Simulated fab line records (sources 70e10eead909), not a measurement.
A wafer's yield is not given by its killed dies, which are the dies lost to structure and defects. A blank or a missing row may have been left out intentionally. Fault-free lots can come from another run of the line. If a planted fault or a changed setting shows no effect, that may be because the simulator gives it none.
Chamber matching	flow nand harc	pecvd-04 running NHARC_A_CONTACT_DEP_58: 3 sister chambers
The step deposits SiON, target thk 90 nm. 6 wafers are shown with their chamber, then 7 later ones without.

WAFERS, EACH WITH ITS CHAMBER
wafer	chamber	heater power w (W)	rf fwd power W (W)
L082.2	2	597	347.9
L085.2	0	699	348.7
L085.4	1	1003	350.3
L085.6	2	491	346.6
L089.1	0	755	347.4
L089.3	1	879	348.3

WAFERS WITHOUT THEIR CHAMBER
wafer	heater power w (W)	rf fwd power W (W)
L089.4	520	349.1
L092.1	717	348.0
L092.2	816	348.3
L092.5	731	348.0
L094.1	607	347.4
L094.2	742	346.8
L094.5	605	347.1

WHICH CHAMBER EACH ONE RAN IN
wafer	from the rows above	in truth
L089.4	can't be placed: 2 or 0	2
L092.1	0	0
L092.2	can't be placed: 0 or 1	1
L092.5	0	0
L094.1	can't be placed: 2 or 0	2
L094.2	can't be placed: 0 or 2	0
L094.5	can't be placed: 2 or 0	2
Correct placement for 2 of the 7. These rows do not allow placing 5 (true chamber among the candidates in 5). Placed wrongly: 0.
How it was worked out, from the rows above alone: a wafer's distance from a chamber is the root of the sum, over the readings, of the square of ((its reading less the chamber's mean) divided by the reading's scatter). The wafer belongs to the nearest chamber; if the next one is less than 2 further off, it can't be placed. Each chamber's mean is taken over the wafers shown for it. The scatter is the square root of a quotient: the sum, over the shown wafers, of each reading's squared deviation from its chamber's mean, divided by wafers minus chambers.
